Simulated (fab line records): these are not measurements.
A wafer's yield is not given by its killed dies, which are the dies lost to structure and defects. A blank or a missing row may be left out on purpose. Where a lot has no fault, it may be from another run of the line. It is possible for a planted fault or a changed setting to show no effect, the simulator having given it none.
Chamber matching | flow n5Finfet | 3 sister chambers for N5_BEOL_M0_CO_CAP_123 on cvdCo-02
The step material Co, precursor CCTBA/H2, target thk 2 nm, time 102.1 s. 30 wafers are shown with their chamber, then 12 later ones without.

## EACH WAFER AND ITS CHAMBER
wafer  | chamber | heaterPowerW (W)
L074.1 | 2       | 227
L074.2 | 0       | 235
L074.3 | 1       | 241
L074.4 | 2       | 224
L074.5 | 0       | 238
L074.6 | 1       | 248
L075.1 | 1       | 252
L075.4 | 0       | 237
L075.5 | 2       | 224
L078.1 | 2       | 220
L078.2 | 1       | 249
L078.6 | 1       | 247
L080.2 | 0       | 238
L080.3 | 2       | 229
L080.4 | 0       | 237
L081.1 | 2       | 220
L081.3 | 0       | 238
L081.6 | 1       | 257
L083.3 | 2       | 231
L083.4 | 0       | 233
L083.5 | 2       | 221
L085.2 | 2       | 225
L085.5 | 0       | 234
L085.6 | 2       | 226
L090.1 | 1       | 252
L090.2 | 0       | 237
L090.3 | 2       | 220
L090.4 | 0       | 241
L090.5 | 2       | 227
L090.6 | 1       | 262

SIGNATURES (means of the wafers above)
reading      | chamber 0 | chamber 1 | chamber 2 | scatter within a chamber
heaterPowerW | 236.80    | 251.00    | 224.50    | 4.25
Rule: a wafer lies at a distance from a chamber equal to the root of the sum of squares, over the readings, of (its reading less the chamber's mean, divided by the reading's scatter). The wafer belongs to the nearest chamber; if the next one is less than 2 further off, it can't be placed. How the scatter is found: for the shown wafers, subtract from each reading the mean of its chamber, square and add these, divide the total by (wafers less chambers), then take the root.

## WAFERS WITHOUT THEIR CHAMBER
wafer  | heaterPowerW (W)
L092.1 | 227
L092.2 | 252
L092.3 | 234
L092.4 | 240
L092.5 | 249
L092.6 | 223
L095.2 | 255
L095.4 | 236
L095.5 | 224
L094.1 | 251
L094.3 | 223
L094.6 | 236

## EACH ONE'S CHAMBER
wafer  | from the rows above     | in truth
L092.1 | can't be placed: 2 or 0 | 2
L092.2 | 1                       | 1
L092.3 | can't be placed: 0 or 2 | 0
L092.4 | can't be placed: 0 or 1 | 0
L092.5 | 1                       | 1
L092.6 | 2                       | 2
L095.2 | 1                       | 1
L095.4 | 0                       | 0
L095.5 | 2                       | 2
L094.1 | 1                       | 1
L094.3 | 2                       | 2
L094.6 | 0                       | 0
9 of 12 placed correctly. Can't be placed from these rows: 3 (the true chamber is among the candidates in 3). 0 placed wrongly.
